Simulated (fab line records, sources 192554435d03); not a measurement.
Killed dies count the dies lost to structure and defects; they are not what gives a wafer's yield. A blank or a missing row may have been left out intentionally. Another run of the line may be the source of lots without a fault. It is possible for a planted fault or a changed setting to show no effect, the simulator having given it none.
Split-lot experiment -- flow n5Finfet -- 21 wafers read across 7 lots, on a route 1938 steps long

## ABOUT THE SPLIT
At N5_FIN_CUT_COAT_29 (time 60 s, resist thk 10 nm), the setting spinRpm was moved away from the recipe's 1500 rpm on 8 of the 21 wafers read, by -8.9% to +5.0%. All remaining wafers had this setting at the recipe value.

## FROM THE SPLIT TO THE READING: what the file shows between them, 4 steps
- N5_FIN_CUT_COAT_02: resist thk 30 nm
- N5_FIN_CUT_EBR_04
- N5_FIN_CUT_DESCUM_13: chemistry O2, time 7 s
- N5_FIN_CUT_ETCH_30: etches underlayer in N2/H2, target depth 13 nm, time 10.4 s

## THE READING
underlayer_of_FIN_CUT_COAT_29.thkNm (the simulator's own value, which no gauge read), in nm, at N5_FIN_CUT_ETCH_20 (etches SiARC in CF4, target depth 26 nm, time 43.3 s). The file gives no usual value for it. Across the 13 wafers here that went through the recipe, the average is 9.3 nm and the standard deviation 0.1 nm.

wafer,"tool, chamber at the split","spinRpm as run, rpm",against the recipe,"underlayer_of_FIN_CUT_COAT_29.thkNm, nm",against lot-mates on the recipe
L074.3,"lithoTrack-05, 0",1500,recipe,9.4,-
L074.6,"lithoTrack-05, 0",1500,recipe,9.4,-
L074.4,"lithoTrack-05, 0",1500,recipe,9.2,-
L077.2,"lithoTrack-05, 0",1575,+5.0%,9,-0.2
L077.4,"lithoTrack-05, 0",1575,+5.0%,9,-0.2
L077.6,"lithoTrack-05, 0",1500,recipe,9.2,-
L079.4,"lithoTrack-02, 0",1500,recipe,9.2,-
L079.6,"lithoTrack-02, 0",1500,recipe,9.2,-
L079.5,"lithoTrack-02, 0",1371,-8.6%,9.8,+0.6
L082.1,"lithoTrack-01, 0",1500,recipe,9.4,-
L082.5,"lithoTrack-01, 0",1500,recipe,9.4,-
L082.6,"lithoTrack-01, 0",1500,recipe,9.4,-
L085.3,"lithoTrack-02, 0",1420,-5.3%,9.6,+0.4
L085.6,"lithoTrack-02, 0",1420,-5.3%,9.6,+0.4
L085.4,"lithoTrack-02, 0",1500,recipe,9.2,-
L087.4,"lithoTrack-02, 0",1447,-3.5%,9.4,+0.2
L087.6,"lithoTrack-02, 0",1447,-3.5%,9.4,+0.2
L087.5,"lithoTrack-02, 0",1500,recipe,9.2,-
L092.1,"lithoTrack-02, 0",1366,-8.9%,9.8,+0.4
L092.4,"lithoTrack-02, 0",1500,recipe,9.4,-
L092.5,"lithoTrack-02, 0",1500,recipe,9.4,-

THE FIT
A straight line over all 21 wafers: underlayer_of_FIN_CUT_COAT_29.thkNm changes by -0.0553 nm for each +1% of spinRpm; r = -0.92; the points scatter about the line by 0.089 nm.
The same after taking each lot's own level away (the mean of its wafers on the recipe; 21 wafers): -0.0558 nm for each +1%; r = -0.95; scatter 0.064 nm.
The reading moves by 0.5 nm for the largest change in spinRpm, on that fit.
From 9.20 to 9.40 nm: that is the span of the lots' own levels, equal to 2.0 times the standard deviation above.
The two slopes agree, so the slope changes little with the lot-to-lot level.
Check: for one of the wafers moved furthest among these (-8.9%), held out of the fit, the line's prediction against its lot-mates is +0.563 nm. Against them it came out at +0.4 nm.

## THESE WAFERS: OTHER SPLITS
Other splits were also applied to these wafers ahead of the reading. Each is held against what the fit with the lots' levels taken away leaves over:
other split on the same wafers,wafers away from the commonest value,r with underlayer_of_FIN_CUT_COAT_29.thkNm (lot level and that fit taken away)
N5_ZERO_LAYER_DEVELOP_10 developTimeS,8,+0.28
N5_WELL_APT_COAT_02 spinRpm,4,-0.14
N5_PMOS_HMC_CHANNEL_EPI_PEB_07 pebTempC,4,+0.10
N5_PMOS_HMC_CHANNEL_EPI_DEVELOP_08 developTimeS,7,+0.03
N5_FIN_SAQP_HM_DEP_72 timeS,10,+0.09
N5_FIN_SAQP_PEB_14 pebTimeS,5,+0.26

## THE WHOLE CHAIN: every reading that the file lists as answering this split, in the file's order
step,what it does,reading,change (the file's fit),r (the file's)
N5_FIN_CUT_COAT_29,"time 60 s, resist thk 10 nm","underlayer_of_FIN_CUT_COAT_29.thkNm (the simulator's own value, which no gauge read)",-0.0494 nm for each +1% of the setting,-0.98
N5_FIN_CUT_ETCH_30,"etches underlayer in N2/H2, target depth 13 nm, time 10.4 s","etch.depthNm (the simulator's own value, which no gauge read)",-0.0528 nm for each +1% of the setting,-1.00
N5_FIN_CUT_ETCH_30,"etches underlayer in N2/H2, target depth 13 nm, time 10.4 s","CAR-EUV_of_FIN_CUT_COAT_02.thkNm (the simulator's own value, which no gauge read)",+0.0725 nm for each +1% of the setting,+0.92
N5_FIN_CUT_ETCH_20,"etches SiARC in CF4, target depth 26 nm, time 43.3 s","underlayer_of_FIN_CUT_COAT_29.thkNm (the simulator's own value, which no gauge read)",-0.0572 nm for each +1% of the setting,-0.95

## THE FILE'S OWN FIT
underlayer_of_FIN_CUT_COAT_29.thkNm changes by -0.0572 nm for each +1% of spinRpm, r = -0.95.
